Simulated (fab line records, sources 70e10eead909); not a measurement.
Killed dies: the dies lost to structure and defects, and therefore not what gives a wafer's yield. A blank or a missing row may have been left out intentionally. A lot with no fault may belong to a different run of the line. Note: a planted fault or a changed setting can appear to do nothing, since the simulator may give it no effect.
Chamber matching + flow nand harc + NHARC_A_STAIRCASE_DESCUM_270 on rie diel-07: 4 sister chambers
The step chemistry O2, time 3 s. 20 wafers are shown with their chamber, then 10 later ones without.

## WAFERS WITH THEIR CHAMBER
| wafer  | chamber | showerhead plenum p Torr (Torr) | drypump motor current A (A) | rf vpp V (V) |
|--------|---------|---------------------------------|-----------------------------|--------------|
| L076.2 | 3       | 2.02                            | 5.9                         | 59.6         |
| L076.4 | 1       | 1.78                            | 5.5                         | 56.7         |
| L076.5 | 1       | 1.78                            | 5.4                         | 57.6         |
| L080.3 | 1       | 1.78                            | 5.4                         | 58.1         |
| L080.4 | 2       | 1.97                            | 5.9                         | 58.5         |
| L080.5 | 3       | 2.02                            | 5.8                         | 57.6         |
| L079.2 | 0       | 2.04                            | 5.9                         | 59.4         |
| L079.4 | 1       | 1.78                            | 5.5                         | 56.6         |
| L079.6 | 0       | 2.04                            | 5.9                         | 59.2         |
| L082.1 | 0       | 2.04                            | 5.9                         | 58.7         |
| L082.2 | 3       | 2.02                            | 5.8                         | 59.1         |
| L082.6 | 1       | 1.78                            | 5.4                         | 57.5         |
| L085.2 | 1       | 1.78                            | 5.4                         | 55.7         |
| L085.5 | 0       | 2.04                            | 5.9                         | 58.7         |
| L085.6 | 3       | 2.02                            | 5.9                         | 58.5         |
| L084.2 | 2       | 1.97                            | 5.9                         | 57.8         |
| L084.3 | 0       | 2.04                            | 5.9                         | 59.9         |
| L084.5 | 2       | 1.97                            | 5.9                         | 56.8         |
| L088.2 | 0       | 2.04                            | 5.9                         | 58.5         |
| L088.3 | 3       | 2.01                            | 5.8                         | 58.1         |

SIGNATURES (averages over the wafers above)
| reading                  | chamber 0 | chamber 1 | chamber 2 | chamber 3 | scatter within a chamber |
|--------------------------|-----------|-----------|-----------|-----------|--------------------------|
| showerhead plenum p Torr | 2.0400    | 1.7800    | 1.9700    | 2.0180    | 0.00224                  |
| drypump motor current A  | 5.900     | 5.433     | 5.900     | 5.840     | 0.0398                   |
| rf vpp V                 | 59.067    | 57.033    | 57.700    | 58.580    | 0.756                    |
Rule: a wafer's distance from a chamber is the root of the sum, over the readings, of the square of ((its reading less the chamber's mean) divided by the reading's scatter). If the next closest chamber is less than 2 further off than the closest, the wafer can't be placed; otherwise it belongs to the closest. How the scatter is found: for the shown wafers, subtract from each reading the mean of its chamber, square and add these, divide the total by (wafers less chambers), then take the root.

## WAFERS WITHOUT THEIR CHAMBER
| wafer  | showerhead plenum p Torr (Torr) | drypump motor current A (A) | rf vpp V (V) |
|--------|---------------------------------|-----------------------------|--------------|
| L088.5 | 2.04                            | 5.9                         | 58.6         |
| L091.1 | 1.77                            | 5.4                         | 57.2         |
| L091.2 | 2.01                            | 5.8                         | 59.2         |
| L091.5 | 1.77                            | 5.4                         | 57.0         |
| L094.1 | 1.77                            | 5.5                         | 58.3         |
| L094.4 | 2.01                            | 5.8                         | 57.2         |
| L094.5 | 1.77                            | 5.4                         | 58.7         |
| L095.1 | 2.01                            | 5.8                         | 57.8         |
| L095.3 | 1.77                            | 5.4                         | 56.8         |
| L095.6 | 1.77                            | 5.5                         | 56.1         |

## EACH ONE'S CHAMBER
| wafer  | from the rows above | in truth |
|--------|---------------------|----------|
| L088.5 | 0                   | 0        |
| L091.1 | 1                   | 1        |
| L091.2 | 3                   | 3        |
| L091.5 | 1                   | 1        |
| L094.1 | 1                   | 1        |
| L094.4 | 3                   | 3        |
| L094.5 | 1                   | 1        |
| L095.1 | 3                   | 3        |
| L095.3 | 1                   | 1        |
| L095.6 | 1                   | 1        |
Correct placement for 10 of the 10. Can't be placed from these rows: 0. 0 placed wrongly.
